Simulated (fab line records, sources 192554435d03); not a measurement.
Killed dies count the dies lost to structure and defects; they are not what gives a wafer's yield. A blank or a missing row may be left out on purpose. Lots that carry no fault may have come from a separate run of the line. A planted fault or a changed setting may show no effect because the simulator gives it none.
Struck lot and sound lot, side by side    flow n5Finfet    15 steps out of a route of 1938
Sound: these wafers, L583.1, L583.2, L583.3. Struck: wafer L596.2 (L596.3, L596.6, from the same lot, were not struck and are left out); the cause is given at the end.
Per side, at each step with rows, come the tool, then ch with its chambers, and then its first start. Under that, the readings that differ: sound wafers    struck wafers    difference of the means    sigmas: that difference in standard deviations of wafers without a fault.
alike: readings with means less than 2 such deviations apart, plus words and numbers identical on both sides. not compared: withheld readings, readings lacking a value on some wafer, bounds such as >300 that could conceal the same value, and numbers that have no deviation in the record and whose values overlap.
A row with sigmas, a row that says differs or no value, or rows on one side alone: a step with any of these is where the two part. When numbers do not overlap yet have no deviation, they are printed without sigmas and do not part them. Lack of a reading on every wafer of one side parts them only where that side has two or more wafers.

N5_GATE_CUT_ETCH_19: etches SiNx in CH3F/O2, target depth 53.7 nm, time 76.7 s.
  sound on rieDiel-02 ch 0,1,3, day 5 11:51; struck on rieDiel-02 ch 1, day 8 17:24
reading              sound       struck  difference  sigmas
rfHoursCounterH (h)  55 124 148  176     +67         
  alike: drypumpMotorCurrentA, etchRfOnTimeS, oesProductAu, rfVppV, showerheadPlenumPTorr, throttleValvePct
N5_GATE_CUT_CUT_ETCH_53: etches W in SF6/Cl2, target depth 79.2 nm.
  sound on rieMetal-01 ch 0, day 5 11:58; struck on rieMetal-02 ch 0, day 8 17:31
reading                   sound        struck  difference  sigmas
drypumpMotorCurrentA (A)  6.5 6.5 6.5  4.8     -1.7        -3
  alike: etchRfOnTimeS, oesProductAu, throttleValvePct
  not compared: rfHoursCounterH
then, 3 steps without rows for these wafers: N5_GATE_CUT_CUT_ETCH_54 (etches TiN in Cl2/BCl3, target depth 96.7 nm); N5_GATE_CUT_CUT_ETCH_55 (etches HfO2 in BCl3, target depth 3.2 nm); N5_GATE_CUT_ETCH_47 (etches SiO2 in Cl2/BCl3, target depth 10 nm).
N5_GATE_CUT_VAPOR_ETCH_48: etches TiN in BCl3/Cl2.
  sound on rieMetal-01 ch 0, day 5 12:19; struck on rieMetal-02 ch 0, day 8 17:41
reading                   sound        struck  difference  sigmas
drypumpMotorCurrentA (A)  6.5 6.5 6.5  4.8     -1.7        -3
  alike: oesProductAu
N5_GATE_CUT_VAPOR_ETCH_49: etches TiAlC in BCl3/Cl2.
  sound on rieMetal-01 ch 0, day 5 12:23; struck on rieMetal-02 ch 0, day 8 17:43
reading                   sound        struck  difference  sigmas
drypumpMotorCurrentA (A)  6.5 6.5 6.5  4.8     -1.7        -3
  alike: oesProductAu
N5_GATE_CUT_VAPOR_ETCH_51: etches HfO2 in BCl3/Cl2.
  sound on rieMetal-01 ch 0, day 5 12:26; struck on rieMetal-02 ch 0, day 8 17:45
reading                   sound        struck  difference  sigmas
drypumpMotorCurrentA (A)  6.5 6.5 6.5  4.8     -1.7        -3
  alike: oesProductAu
then, 4 steps without rows for these wafers: N5_GATE_CUT_STRIP_21 (strips in N2/H2, time 30 s); N5_GATE_CUT_STRIP_29 (strips in post etch residue remover, time 60 s); N5_GATE_CUT_SRD_52 (time 30 s); N5_GATE_CUT_ALD_22 (deposits SiNx, target thk 16 nm, pulse time 1 s, ald cycles 320).
N5_GATE_CUT_CMP_23: polishes, stops on SiO2, t overpolish 23.4 s, target thk 16 nm.
  sound on cmp-01 ch 0,2,3, day 5 14:10; struck on cmp-03 ch 0, day 8 19:29
reading                sound              struck  difference  sigmas
headPressurePsi (psi)  2.496 2.504 2.500  2.075   -0.425      -73
motorCurrentA (A)      9.7 9.4 7.5        7.0     -1.9        -2
padLifeWafers          612 614 615        1719    +1105       +3
timeToEndpointS (s)    18.6 16.5 18.6     24.2    +6.3        +4
  alike: overpolishRunS, slurryFilterDpKPa
N5_GATE_CUT_THK_MEAS_24:
  sound on filmMetro-02, day 5 14:28; struck on filmMetro-01, day 8 19:44
  alike: GC_FILL_THK
-- a jump in the record: the struck wafers' starts before and after are 3 days apart (it breaks off in module GATE_CUT and resumes in module BEOL_M4, where the first step shown is number 1111 of the route) --
N5_BEOL_M4_RC_MEAS_101:
  sound on prober-02 ch 0, day 8 23:53; struck on prober-01 ch 0, day 12 02:46
  alike: DIBL_N, DIBL_P, IOFF_N, IOFF_P, ION_N, ION_P, SS_N, SS_P, VT_N, VT_P

== WHERE THEY PART ==
At N5_GATE_CUT_CUT_ETCH_53 first; at N5_GATE_CUT_CMP_23 last (within this record only). Later steps at which nothing parts them and some readings are alike: N5_GATE_CUT_THK_MEAS_24, N5_BEOL_M4_RC_MEAS_101.

WHY: what had been put in by the simulator
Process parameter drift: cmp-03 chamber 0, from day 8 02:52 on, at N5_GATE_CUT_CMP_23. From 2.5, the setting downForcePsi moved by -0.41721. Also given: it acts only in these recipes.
